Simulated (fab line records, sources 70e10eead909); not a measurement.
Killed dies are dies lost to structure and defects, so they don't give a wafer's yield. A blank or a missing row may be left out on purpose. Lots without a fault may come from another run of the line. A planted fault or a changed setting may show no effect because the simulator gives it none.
fab line records | flow nand_harc
record lots=7 wafers=21 last_day=28
route steps=1159 shown P_GATE@185 END@1159
lots that met no fault: from a run of the same line without faults
start_h: hours from the record's first day to the start of the lot's first wafer shown | wait_h: hours since the lot's step before | " the same as in the row above | L1.1+2: a row that stands for several wafers | - no value, or no start given | * or withheld: withheld | < > ~ a bound
route shown NAME@n: a module of which the file shows steps, and the number in the route of the first | usual: mean/standard deviation of fault-free wafers | same: alike in all rows | chamber/n: place in a boat | sites: the reading at each site | _std_site: their standard deviation | _edge_site: outer sites' mean less inner sites' | radius_mm: how far each site lies from the wafer's centre | mask NAME#n: copy n | behind: the tool/chamber that last shaped the wafer | hold: why the lot was held/for how many hours/how that ended | device: the transistor (n, p or np) that didn't switch | end of line: the same wafers' tests at the end of the route | a step without rows: its recipe alone | killed: dies lost to structure and defects at the first sort, not the wafer's yield | map: a wafer's dies, x killed, . not, _ none there
set.NAME: the setting as run; set.NAME@STEP: as run at that earlier step | model.NAME: the simulator's own value behind a step, which no gauge read
lots at some steps of the route; a table a step, a row a wafer
services: from which hour (start_h, from the record's first day; less than 0 if before it) a tool's chamber was out of use, for how many hours, and why
## steps
# step NHARC_P_GATE_CD_MEAS_59
# recipe target_cd_nm=720 landing_energy_ev=500
# usual cd_nm=720.3/1.8
# columns lot.wafer tool chamber start_h wait_h cd_nm
L801.1 cd_sem-01 0 175.57 - 721.6
L801.2 " 0 " " 722.9
L801.3 " 0 " " 724.0
L803.3 cd_sem-02 0 180.39 - 718.9
L803.4 " 0 " " 719.8
L803.6 " 0 " " 719.1
L804.1 cd_sem-01 0 182.07 - 720.5
L804.4 " 0 " " 719.2
L804.6 " 0 " " 722.6
L805.1 cd_sem-02 0 182.65 - 721.7
L805.3 " 0 " " 719.2
L805.6 " 0 " " 721.2
L807.2 cd_sem-01 0 187.32 - 717.2
L807.4 " 0 " " 715.8
L807.6 " 0 " " 717.6
L815.2 cd_sem-03 0 221.37 - 721.5
L815.4 " 0 " " 723.1
L815.5 " 0 " " 722.5
L818.3 cd_sem-02 0 234.52 - 720.2
L818.4 " 0 " " 719.1
L818.5 " 0 " " 719.3
# step NHARC_P_GATE_HARDBAKE_60
# recipe temp_c=125 time_s=80
# step NHARC_P_GATE_DESCUM_61
# recipe time_s=3 o2_flow_sccm=200 ar_flow_sccm=0 bias_power_w=0 chemistry=O2
# step NHARC_P_GATE_IMPLANT_62
# recipe energy_kev=20 dose_cm2=3e+15 tilt_deg=7
# step NHARC_P_GATE_STRIP_112
# recipe power_w=1500 temp_c=110 time_s=200 chemistry=N2/H2
# usual drypump_motor_current_A=5.7/0.31 heater_power_w=86/7.3
# columns lot.wafer tool chamber start_h wait_h drypump_motor_current_A heater_power_w rf_hours_counter_h
L801.1 plasma_asher-01 0 176.11 0.2 5.3 87 26
L801.2 " 1 " " 5.6 77 26
L801.3 " 0 " " 5.3 86 -
L803.4 plasma_asher-02 1 181.01 0.2 6.2 85 -
L803.3 " 0 " " 5.8 99 -
L803.6 " 0 " " 5.8 101 -
L804.1 plasma_asher-01 1 182.60 0.2 5.6 81 29
L804.4 " 1 " " 5.6 77 -
L804.6 " 1 " " 5.6 77 -
L805.1 plasma_asher-01 0 183.25 0.3 5.3 90 30
L805.3 " 0 " " 5.3 89 -
L805.6 " 0 " " 5.3 89 -
L807.2 plasma_asher-01 0 187.97 0.3 5.3 87 34
L807.4 " 0 " " 5.3 88 -
L807.6 " 0 " " 5.3 87 -
L815.2 plasma_asher-02 1 221.92 0.2 6.2 81 8
L815.4 " 1 " " 6.2 84 -
L815.5 " 1 " " 6.1 84 -
L818.4 plasma_asher-02 0 235.12 0.2 5.8 98 -
L818.3 " 1 " " 6.2 82 -
L818.5 " 1 " " 6.2 81 -
# step NHARC_P_GATE_STRIP_76
# recipe power_w=1500 temp_c=250 chemistry=O2
# step NHARC_P_GATE_STRIP_63
# recipe time_s=900 temp_c=130 chemistry=SPM
# step NHARC_P_GATE_DEHYDRATE_83
# recipe temp_c=150 time_s=120
# step NHARC_P_GATE_HMDS_84
# recipe time_s=30
# step NHARC_P_GATE_COAT_85
# recipe spin_rpm=3000
# step NHARC_P_GATE_SOFTBAKE_86
# recipe temp_c=122 time_s=95
# step NHARC_P_GATE_EBR_87
# step NHARC_P_GATE_EXPOSE_88
# recipe na=0.6 target_cd_nm=2000 dose_mj=11.87 mask_id=P_HVN
# usual exposure_dose_mJ_cm2=11.872/0.012 focus_offset_nm=0.0/0.5 reticle_temp_C=22.99/0.1
# columns lot.wafer tool chamber start_h wait_h mask exposure_dose_mJ_cm2 focus_offset_nm reticle_temp_C
L801.1 krf_scanner-01 0 177.14 - P_HVN#0 11.853 0.0 22.86
L801.2 " 0 " " P_HVN#0 11.863 -0.6 23.06
L801.3 " 0 " " P_HVN#0 11.872 0.3 23.02
L803.3 krf_scanner-02 0 181.95 - P_HVN#0 11.885 1.1 23.08
L803.4 " 0 " " P_HVN#0 11.873 0.7 22.88
L803.6 " 0 " " P_HVN#0 11.877 -0.4 22.89
L804.1 krf_scanner-04 - 183.62 - P_HVN#0 - - -
L804.4 " - " " P_HVN#0 - - -
L804.6 " - " " P_HVN#0 - - -
L805.1 krf_scanner-01 - 184.29 - P_HVN#0 - - -
L805.3 " - " " P_HVN#0 - - -
L805.6 " - " " P_HVN#0 - - -
L807.2 krf_scanner-02 - 188.95 - P_HVN#0 - - -
L807.4 " - " " P_HVN#0 - - -
L807.6 " - " " P_HVN#0 - - -
L815.2 krf_scanner-04 0 222.83 - P_HVN#0 11.859 0.0 22.90
L815.4 " 0 " " P_HVN#0 11.855 -0.1 22.93
L815.5 " 0 " " P_HVN#0 11.851 0.0 22.95
L818.3 krf_scanner-01 0 236.07 - P_HVN#0 11.863 -0.5 23.07
L818.4 " 0 " " P_HVN#0 11.869 -0.4 22.89
L818.5 " 0 " " P_HVN#0 11.873 -0.3 22.97
# step NHARC_P_GATE_PEB_89
# recipe peb_temp_c=118 peb_time_s=85
# step NHARC_P_GATE_DEVELOP_90
# recipe time_s=70
# step NHARC_P_GATE_CD_MEAS_91
# recipe target_cd_nm=2000 landing_energy_ev=500
# usual cd_nm=1999.9/1.8
# columns lot.wafer tool chamber start_h wait_h cd_nm
L801.1 cd_sem-01 0 177.29 - 1998.9
L801.2 " 0 " " 1999.7
L801.3 " 0 " " 2001.5
L803.3 cd_sem-02 0 182.10 - 2001.7
L803.4 " 0 " " 2000.3
L803.6 " 0 " " 1998.5
L804.1 cd_sem-03 0 183.78 - -
L804.4 " 0 " " -
L804.6 " 0 " " -
L805.1 cd_sem-01 0 184.45 - -
L805.3 " 0 " " -
L805.6 " 0 " " -
L807.2 cd_sem-03 0 189.11 - -
L807.4 " 0 " " -
L807.6 " 0 " " -
L815.2 cd_sem-01 0 222.98 - 1999.3
L815.4 " 0 " " 1999.3
L815.5 " 0 " " 1999.8
L818.3 cd_sem-01 0 236.22 - 2001.5
L818.4 " 0 " " 2001.5
L818.5 " 0 " " 2001.2
# step NHARC_P_GATE_HARDBAKE_92
# recipe temp_c=125 time_s=80
# step NHARC_P_GATE_DESCUM_93
# recipe time_s=3 o2_flow_sccm=200 ar_flow_sccm=0 bias_power_w=0 chemistry=O2
# usual drypump_motor_current_A=5.8/0.58 mfc_ar_sccm=0.005/0.0085 oes_product_au=0.999/0.0088 rf_vpp_V=58.0/0.96 showerhead_plenum_p_Torr=1.95/0.08 throttle_valve_pct=11.311/0.0093
# columns lot.wafer tool chamber start_h wait_h drypump_motor_current_A mfc_ar_sccm oes_product_au rf_hours_counter_h rf_vpp_V showerhead_plenum_p_Torr throttle_valve_pct model.P_GATE.cd_nm
L801.1 rie_diel-05 2 177.48 - 6.4 0 0.995 1 60.7 2.01 11.309 1999
L801.2 " 3 " " 5.5 0.017 0.998 2 57.0 1.85 11.316 2000
L801.3 " 0 " " 5.3 0 1.004 2 55.8 1.94 11.311 2002
L803.4 rie_diel-06 1 182.26 - 5.0 0.025 0.984 25 57.2 2.05 11.308 2001
L803.3 " 0 " " 6.7 0 1.000 24 58.5 1.96 11.319 2001
L803.6 " 1 " " 5.0 0.025 0.985 - 57.5 2.05 11.324 1998
L804.4 rie_diel-05 1 183.95 - 6.1 0 1.011 2 58.6 1.89 11.311 719.3
L804.1 " 2 " " 6.4 0 1.006 2 57.3 2.01 11.319 721
L804.6 " 1 " " 6.1 0 1.001 - 56.9 1.89 11.304 723.5
L805.1 rie_diel-05 1 184.62 - 6.1 0 1.005 2 56.0 1.89 11.297 721.7
L805.3 " 3 " " 5.5 0.017 0.994 3 56.3 1.85 11.323 719.9
L805.6 " 0 " " 5.2 0 0.991 - 57.2 1.94 11.325 721.5
L807.2 rie_diel-06 1 189.26 - 5.0 0.025 0.987 27 58.0 2.05 11.299 718.6
L807.4 " 0 " " 6.7 0 0.999 25 57.2 1.96 11.321 716.7
L807.6 " 1 " " 5.0 0.025 0.985 - 58.0 2.05 11.301 719
L815.4 rie_diel-05 1 223.15 - 6.1 0 1.009 12 58.1 1.89 11.298 1999
L815.2 " 2 " " 6.4 0 1.006 11 56.6 2.00 11.313 1999
L815.5 " 2 " " 6.4 0 1.002 - 59.1 2.00 11.298 1999
L818.4 rie_diel-06 1 236.38 - 5.0 0.025 0.983 31 57.6 2.05 11.307 2002
L818.3 " 3 " " 5.9 0.010 0.995 30 57.8 2.01 11.320 2002
L818.5 " 2 " " 5.3 0 1.012 - 56.5 1.81 11.328 2001
# step NHARC_P_GATE_IMPLANT_94
# recipe energy_kev=60 dose_cm2=2e+15 tilt_deg=7
# step NHARC_P_GATE_STRIP_113
# recipe power_w=1500 temp_c=110 time_s=740 chemistry=N2/H2
# usual drypump_motor_current_A=5.7/0.3 heater_power_w=86/7.3
# columns lot.wafer tool chamber start_h wait_h drypump_motor_current_A heater_power_w rf_hours_counter_h
L801.2 plasma_asher-01 1 177.95 0.3 5.6 79 28
L801.1 " 0 " " 5.3 87 28
L801.3 " 0 " " 5.3 86 -
L803.4 plasma_asher-02 0 182.88 0.3 5.8 100 -
L803.3 " 1 " " 6.2 85 -
L803.6 " 0 " " 5.8 100 -
L804.1 plasma_asher-01 0 184.64 0.5 5.3 87 31
L804.4 " 0 " " 5.3 86 -
L804.6 " 0 " " 5.3 89 -
L805.1 plasma_asher-01 0 185.30 0.5 5.3 85 31
L805.3 " 0 " " 5.3 88 -
L805.6 " 0 " " 5.3 90 -
L807.2 plasma_asher-01 0 190.00 0.5 5.3 89 35
L807.4 " 0 " " 5.3 88 -
L807.6 " 1 " " 5.6 77 -
L815.2 plasma_asher-02 1 223.53 0.2 6.2 81 8
L815.4 " 1 " " 6.1 85 -
L815.5 " 1 " " 6.2 82 -
L818.4 plasma_asher-01 1 236.98 0.3 5.6 78 -
L818.3 " 0 " " 5.3 87 -
L818.5 " 1 " " 5.6 77 -
# step NHARC_P_GATE_STRIP_95
# recipe power_w=1500 temp_c=250 chemistry=O2
# usual drypump_motor_current_A=5.6/0.3 heater_power_w=321/27
# columns lot.wafer tool chamber start_h wait_h drypump_motor_current_A heater_power_w rf_hours_counter_h
L801.2 plasma_asher-01 1 178.67 0.6 5.6 280 28
L801.1 " 0 " " 5.3 337 28
L801.3 " 0 " " 5.3 323 -
L803.4 plasma_asher-02 0 183.38 0.4 5.8 371 -
L803.3 " 1 " " 6.2 318 -
L803.6 " 0 " " 5.8 375 -
L804.1 plasma_asher-01 0 185.24 0.5 5.3 326 31
L804.4 " 0 " " 5.3 323 -
L804.6 " 0 " " 5.3 327 -
L805.1 plasma_asher-01 0 186.02 0.6 5.3 335 32
L805.3 " 0 " " 5.3 330 -
L805.6 " 0 " " 5.3 331 -
L807.2 plasma_asher-01 0 190.60 0.5 5.3 333 36
L807.4 " 0 " " 5.3 336 -
L807.6 " 1 " " 5.6 287 -
L815.2 plasma_asher-02 1 224.24 0.6 6.2 315 9
L815.4 " 1 " " 6.2 306 -
L815.5 " 1 " " 6.2 305 -
L818.4 plasma_asher-01 1 237.48 0.4 5.6 290 -
L818.3 " 0 " " 5.3 326 -
L818.5 " 1 " " 5.6 286 -
# step NHARC_P_GATE_STRIP_96
# recipe time_s=900 temp_c=130 chemistry=SPM
# step NHARC_P_GATE_RTA_64
# recipe temp_c=1050 time_s=1
# usual lamp_power_pct=35/7.1 wafer_temp_C_max=1055.1/1.2
# columns lot.wafer tool chamber start_h wait_h lamp_power_pct wafer_temp_C_max
L801.1 rtp_anneal-01 0 179.26 - 43 1055.7
L801.2 " 0 " " 43 1054.4
L801.3 " 0 " " 43 1056.0
L803.3 rtp_anneal-01 0 183.98 - 43 1055.9
L803.4 " 0 " " 43 1056.9
L803.6 " 0 " " 43 1055.8
L804.1 rtp_anneal-02 0 185.80 - 29 1054.2
L804.4 " 0 " " 29 1055.3
L804.6 " 0 " " 29 1053.1
L805.1 rtp_anneal-01 0 186.58 - 43 1056.9
L805.3 " 0 " " 43 1056.0
L805.6 " 0 " " 43 1056.5
L807.2 rtp_anneal-01 0 191.28 - 43 1056.7
L807.4 " 0 " " 43 1055.4
L807.6 " 0 " " 43 1058.6
L815.2 rtp_anneal-02 0 224.97 - 29 1054.1
L815.4 " 0 " " 29 1054.1
L815.5 " 0 " " 29 1053.8
L818.3 rtp_anneal-02 0 238.10 - 29 1056.0
L818.4 " 0 " " 29 1053.8
L818.5 " 0 " " 29 1054.9
# step NHARC_P_GATE_ETCH_77
# recipe target_depth_a=60 chemistry=dHF material=SiO2
# step NHARC_P_GATE_DEGAS_109
# recipe temp_c=300 time_s=60
# usual heater_power_w=474/52
# columns lot.wafer tool chamber start_h wait_h heater_power_w
L801.2 pvd_sputter-01 - 179.57 0.1 528
L801.3 " - " " 585
L801.1 " - " " 457
L803.3 pvd_sputter-01 - 184.23 0.1 440
L803.4 " - " " 513
L803.6 " - " " 580
L804.1 pvd_sputter-03 - 186.11 0.1 433
L804.4 " - " " 429
L804.6 " - " " 452
L805.3 pvd_sputter-02 - 186.90 0.1 465
L805.1 " - " " 597
L805.6 " - " " 472
L807.2 pvd_sputter-01 - 191.57 0.1 522
L807.4 " - " " 439
L807.6 " - " " 563
L815.2 pvd_sputter-02 - 225.25 0.1 452
L815.4 " - " " 601
L815.5 " - " " 477
L818.3 pvd_sputter-02 - 238.35 0.1 470
L818.4 " - " " 472
L818.5 " - " " 469
# step NHARC_P_GATE_PRE_CLEAN_110
# recipe time_s=30 bias_v=200 gas=Ar
# step NHARC_P_GATE_SPUTTER_78
# recipe target_thk_a=100 material=Ni
# step NHARC_P_GATE_SPUTTER_79
# recipe target_thk_a=100 material=TiN
# step NHARC_P_GATE_RTA_80
# recipe temp_c=300 time_s=30
# step NHARC_P_GATE_STRIP_67
# recipe time_s=600 temp_c=130 chemistry=SPM
# step NHARC_P_GATE_RTA_82
# recipe temp_c=450 time_s=30
# step NHARC_P_GATE_INSPECT_68
# usual raw_defect_count=176/60
# columns lot.wafer tool chamber start_h wait_h raw_defect_count
L801.1 defect_inspect-01 - 180.52 0.2 198
L801.2 " - " " 170
L801.3 " - " " 159
L803.3 defect_inspect-01 - 185.19 0.1 107
L803.4 " - " " 193
L803.6 " - " " 141
L804.1 defect_inspect-01 - 187.24 0.2 1300
L804.4 " - " " 1199
L804.6 " - " " 1335
L805.1 defect_inspect-02 - 188.14 0.2 1173
L805.3 " - " " 1284
L805.6 " - " " 1180
L807.2 defect_inspect-02 - 192.72 0.1 1224
L807.4 " - " " 1290
L807.6 " - " " 1211
L815.2 defect_inspect-02 - 226.25 0.1 102
L815.4 " - " " 113
L815.5 " - " " 108
L818.3 defect_inspect-01 - 239.41 0.1 217
L818.4 " - " " 267
L818.5 " - " " 235
# step NHARC_END_SORT_01
# recipe temp_c=25
# usual killed_at_array=29/11 killed_at_other=0.5/0.85 killed_at_periphery=3.0/2.3 killed_dies=33/12 killed_open=3.3/1.9 killed_short=2.0/1.5
# same gross_dies=677
# columns lot.wafer tool chamber start_h wait_h killed_at_array killed_at_other killed_at_periphery killed_dies killed_open killed_short
L803.3 prober-02 0 593.46 3.1 16 0 2 18 4 1
L803.4 prober-02 0 594.27 3.4 12 1 4 17 3 1
L803.6 prober-02 0 595.89 4.0 14 1 7 22 8 1
L801.1 prober-01 0 595.57 2.5 31 0 3 34 4 6
L801.2 prober-01 0 596.36 2.8 26 2 1 29 4 2
L801.3 prober-01 0 597.15 3.1 22 3 3 28 3 1
L805.1 prober-02 0 607.55 2.5 30 1 646 677 1 4
L805.3 prober-02 0 609.14 3.1 28 2 647 677 3 0
L805.6 prober-02 0 611.52 4.0 28 1 648 677 3 1
L804.1 prober-01 0 610.93 2.5 21 0 656 677 3 3
L804.4 prober-01 0 613.27 3.3 34 2 641 677 3 3
L804.6 prober-01 0 614.83 3.9 29 1 647 677 7 3
L807.2 prober-02 0 655.04 2.8 39 0 638 677 3 3
L807.4 prober-02 0 656.64 3.4 39 0 638 677 1 1
L807.6 prober-02 0 658.24 4.0 41 0 636 677 2 0
# killed by level:class
L803.3 A_CONTACT:chamber_film_flake=5 A_CHANNEL_HOLE_D1:chamber_film_flake=3 A_CONTACT:geometric_particle:open=2 P_GATE:geometric_particle:open=1 A_WL_FILL:geometric_particle:open=1 A_M0:geometric_particle:short=1 P_BONDPAD:chamber_film_flake=1 A_ZERO_WELL:chamber_film_flake=1
L803.4 A_CHANNEL_HOLE_D1:chamber_film_flake=3 P_CONTACT:geometric_particle:open=2 P_ZERO_WELL:chamber_film_flake=2 A_STAIRCASE:chamber_film_flake=2 A_WL_FILL:chamber_film_flake=2 A_SGD_CUT:geometric_particle:short=1 A_CONTACT:geometric_particle:open=1 A_SLIT:chamber_film_flake=1
L801.1 A_CHANNEL_HOLE_D1:chamber_film_flake=10 A_STAIRCASE:chamber_film_flake=3 A_SLIT:chamber_film_flake=3 A_CONTACT:chamber_film_flake=3 A_ONON_D1:geometric_particle:open=2 P_STI:chamber_film_flake=2 P_M0:geometric_particle:short=1 A_ONON_D1:geometric_particle:short=1
L803.6 A_CHANNEL_HOLE_D1:chamber_film_flake=7 P_GATE:geometric_particle:open=2 A_CONTACT:geometric_particle:open=2 P_BONDPAD:chamber_film_flake=2 A_ZERO_WELL:chamber_film_flake=2 P_CONTACT:geometric_particle:open=1 P_M0:geometric_particle:open=1 A_CHANNEL_HOLE_D1:geometric_particle:open=1
L801.2 A_CHANNEL_HOLE_D1:chamber_film_flake=16 A_CONTACT:geometric_particle:open=2 THIN_TSV:chamber_film_flake=2 A_ONON_D1:geometric_particle:open=1 A_CHANNEL_FILL_D1:geometric_particle:short=1 A_M0:geometric_particle:open=1 A_M0:geometric_particle:short=1 P_GATE:chamber_film_flake=1
L801.3 A_CHANNEL_HOLE_D1:chamber_film_flake=14 THIN_TSV:chamber_film_flake=3 A_CHANNEL_FILL_D1:geometric_particle:open=2 P_M1:chamber_film_flake=2 A_SLIT:chamber_film_flake=2 A_ONON_D1:geometric_particle:short=1 A_BLC:geometric_particle:open=1 P_GATE:chamber_film_flake=1
L805.1 P_GATE:area_expose=644 A_SLIT:chamber_film_flake=18 A_CHANNEL_HOLE_D1:chamber_film_flake=4 A_CONTACT:chamber_film_flake=3 A_STAIRCASE:chamber_film_flake=2 P_GATE:geometric_particle:short=1 A_M0:geometric_particle:short=1 A_M0:geometric_particle:open=1
L805.3 P_GATE:area_expose=642 A_SLIT:chamber_film_flake=14 A_CHANNEL_HOLE_D1:chamber_film_flake=5 A_CONTACT:chamber_film_flake=4 A_STAIRCASE:chamber_film_flake=3 A_CONTACT:geometric_particle:open=2 P_STI:chamber_film_flake=2 P_GATE:chamber_film_flake=2
L804.1 P_GATE:area_expose=654 A_CHANNEL_HOLE_D1:chamber_film_flake=11 A_STAIRCASE:chamber_film_flake=2 A_WL_FILL:geometric_particle:short=1 P_M0:geometric_particle:open=1 A_ONON_D1:geometric_particle:short=1 A_CHANNEL_HOLE_D1:geometric_particle:short=1 A_CHANNEL_FILL_D1:geometric_particle:open=1
L805.6 P_GATE:area_expose=645 A_SLIT:chamber_film_flake=19 A_STAIRCASE:chamber_film_flake=3 A_CHANNEL_HOLE_D1:chamber_film_flake=2 A_CONTACT:chamber_film_flake=2 P_GATE:geometric_particle:open=1 P_M0:geometric_particle:open=1 A_ONON_D1:geometric_particle:short=1
L804.4 P_GATE:area_expose=638 A_CHANNEL_HOLE_D1:chamber_film_flake=23 A_WL_FILL:geometric_particle:short=2 A_CHANNEL_FILL_D1:chamber_film_flake=2 A_STAIRCASE:chamber_film_flake=2 A_WL_FILL:chamber_film_flake=2 P_M0:geometric_particle:open=1 A_WL_FILL:geometric_particle:open=1
L804.6 P_GATE:area_expose=641 A_CHANNEL_HOLE_D1:chamber_film_flake=17 A_CONTACT:geometric_particle:open=3 P_CONTACT:geometric_particle:open=2 A_CHANNEL_FILL_D1:chamber_film_flake=2 A_STAIRCASE:chamber_film_flake=2 A_CONTACT:chamber_film_flake=2 P_CONTACT:geometric_particle:short=1
L807.2 P_GATE:area_expose=634 A_SLIT:chamber_film_flake=17 A_CHANNEL_HOLE_D1:chamber_film_flake=15 A_CONTACT:chamber_film_flake=3 P_GATE:geometric_particle:open=1 P_CONTACT:geometric_particle:short=1 P_M1:geometric_particle:open=1 A_CHANNEL_FILL_D1:geometric_particle:short=1
L807.4 P_GATE:area_expose=636 A_SLIT:chamber_film_flake=17 A_CHANNEL_HOLE_D1:chamber_film_flake=17 A_STAIRCASE:chamber_film_flake=4 P_GATE:geometric_particle:short=1 P_GATE:geometric_particle:open=1 A_CONTACT:chamber_film_flake=1
L807.6 P_GATE:area_expose=635 A_SLIT:chamber_film_flake=19 A_CHANNEL_HOLE_D1:chamber_film_flake=17 A_STAIRCASE:chamber_film_flake=3 A_ONON_D1:geometric_particle:open=2 P_CONTACT:chamber_film_flake=1
# map L804.1 (x killed, . not)
____________x____________
_________xxxxxxx_________
_______xxxxxxxxxxx_______
______xxxxxxxxxxxxx______
_____xxxxxxxxxxxxxxx_____
____xxxxxxxxxxxxxxxxx____
____xxxxxxxxxxxxxxxxx____
___xxxxxxxxxxxxxxxxxxx___
___xxxxxxxxxxxxxxxxxxx___
__xxxxxxxxxxxxxxxxxxxxx__
__xxxxxxxxxxxxxxxxxxxxx__
_xxxxxxxxxxxxxxxxxxxxxxx_
_xxxxxxxxxxxxxxxxxxxxxxx_
_xxxxxxxxxxxxxxxxxxxxxxx_
_xxxxxxxxxxxxxxxxxxxxxxx_
_xxxxxxxxxxxxxxxxxxxxxxx_
xxxxxxxxxxxxxxxxxxxxxxxxx
xxxxxxxxxxxxxxxxxxxxxxxxx
xxxxxxxxxxxxxxxxxxxxxxxxx
xxxxxxxxxxxxxxxxxxxxxxxxx
xxxxxxxxxxxxxxxxxxxxxxxxx
_xxxxxxxxxxxxxxxxxxxxxxx_
_xxxxxxxxxxxxxxxxxxxxxxx_
_xxxxxxxxxxxxxxxxxxxxxxx_
_xxxxxxxxxxxxxxxxxxxxxxx_
_xxxxxxxxxxxxxxxxxxxxxxx_
__xxxxxxxxxxxxxxxxxxxxx__
__xxxxxxxxxxxxxxxxxxxxx__
___xxxxxxxxxxxxxxxxxxx___
___xxxxxxxxxxxxxxxxxxx___
____xxxxxxxxxxxxxxxxx____
____xxxxxxxxxxxxxxxxx____
_____xxxxxxxxxxxxxxx_____
______xxxxxxxxxxxxx______
_______xxxxxxxxxxx_______
_________xxxxxxx_________
____________x____________
# map L805.1 (x killed, . not)
____________x____________
_________xxxxxxx_________
_______xxxxxxxxxxx_______
______xxxxxxxxxxxxx______
_____xxxxxxxxxxxxxxx_____
____xxxxxxxxxxxxxxxxx____
____xxxxxxxxxxxxxxxxx____
___xxxxxxxxxxxxxxxxxxx___
___xxxxxxxxxxxxxxxxxxx___
__xxxxxxxxxxxxxxxxxxxxx__
__xxxxxxxxxxxxxxxxxxxxx__
_xxxxxxxxxxxxxxxxxxxxxxx_
_xxxxxxxxxxxxxxxxxxxxxxx_
_xxxxxxxxxxxxxxxxxxxxxxx_
_xxxxxxxxxxxxxxxxxxxxxxx_
_xxxxxxxxxxxxxxxxxxxxxxx_
xxxxxxxxxxxxxxxxxxxxxxxxx
xxxxxxxxxxxxxxxxxxxxxxxxx
xxxxxxxxxxxxxxxxxxxxxxxxx
xxxxxxxxxxxxxxxxxxxxxxxxx
xxxxxxxxxxxxxxxxxxxxxxxxx
_xxxxxxxxxxxxxxxxxxxxxxx_
_xxxxxxxxxxxxxxxxxxxxxxx_
_xxxxxxxxxxxxxxxxxxxxxxx_
_xxxxxxxxxxxxxxxxxxxxxxx_
_xxxxxxxxxxxxxxxxxxxxxxx_
__xxxxxxxxxxxxxxxxxxxxx__
__xxxxxxxxxxxxxxxxxxxxx__
___xxxxxxxxxxxxxxxxxxx___
___xxxxxxxxxxxxxxxxxxx___
____xxxxxxxxxxxxxxxxx____
____xxxxxxxxxxxxxxxxx____
_____xxxxxxxxxxxxxxx_____
______xxxxxxxxxxxxx______
_______xxxxxxxxxxx_______
_________xxxxxxx_________
____________x____________
## services
# columns tool chamber start_h hours kind
pvd_sputter-01 - 158.00 10.0 pm
rie_diel-05 - 163.60 9.0 pm
rie_diel-05 0 163.60 9.0 vent_cycle
rie_diel-05 1 163.60 9.0 vent_cycle
rie_diel-05 2 163.60 9.0 vent_cycle
rie_diel-05 3 163.60 9.0 vent_cycle
rie_diel-06 - 168.29 2.1 repair
rie_diel-05 0 172.60 - clean
rie_diel-05 1 172.60 - clean
rie_diel-05 2 172.60 - clean
rie_diel-05 3 172.60 - clean
pvd_sputter-03 - 179.13 6.0 repair
plasma_asher-02 - 183.42 9.0 pm
plasma_asher-02 0 183.42 9.0 vent_cycle
plasma_asher-02 1 183.42 9.0 vent_cycle
plasma_asher-02 0 192.42 - clean
plasma_asher-02 1 192.42 - clean
pvd_sputter-01 - 193.37 2.8 repair
rie_diel-05 0 197.10 - clean
rie_diel-05 1 197.10 - clean
rie_diel-05 2 197.10 - clean
rie_diel-05 0 209.18 6.5 repair
krf_scanner-02 - 210.00 4.0 pm
pvd_sputter-02 - 214.07 10.0 pm
## key
first_sign step=NHARC_P_GATE_EXPOSE_88 reading=tool_record direction=missing
effect step=NHARC_P_GATE_CD_MEAS_91 reading=cd_nm direction=missing
effect step=NHARC_P_GATE_INSPECT_68 reading=raw_defect_count direction=up sigmas=18 usual=176 struck=1244
effect step=NHARC_END_SORT_01 reading=killed_at_periphery direction=up sigmas=99+ usual=3.0 struck=644.1
model_effect step=NHARC_P_GATE_DESCUM_93 value=P_GATE.cd_nm without=2000 struck=720.1
more_kills_born_at NHARC_P_GATE_EXPOSE_88@krf_scanner-04=1933 NHARC_P_GATE_EXPOSE_88@krf_scanner-01=1931 NHARC_P_GATE_EXPOSE_88@krf_scanner-02=1905
met_at NHARC_P_GATE_EXPOSE_88
struck_wafers L804.1,L804.4,L804.6,L805.1,L805.3,L805.6,L807.2,L807.4,L807.6
later_rows_left_out L804.1,L804.4,L804.6,L805.1,L805.3,L805.6,L807.2,L807.4,L807.6
tester_left_out L804,L805,L807
onset_between 181.95 183.62
fault kind=skipped_step_whole tool=krf_scanner-01,krf_scanner-02,krf_scanner-04 chamber=- onset_h=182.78 steps=NHARC_P_GATE_EXPOSE_88 scope=struck_lots_only
# tester_left_out: of these lots the tester's yield and bins aren't shown, on N5 and GAA mostly nor the transistor test; their killed dies are dies lost to structure and defects alone, not to doping, threshold or leakage, so they don't give the yield
# later_rows_left_out: the simulator's readings of these wafers behind a module that went badly wrong aren't trusted and aren't shown, but for the sort
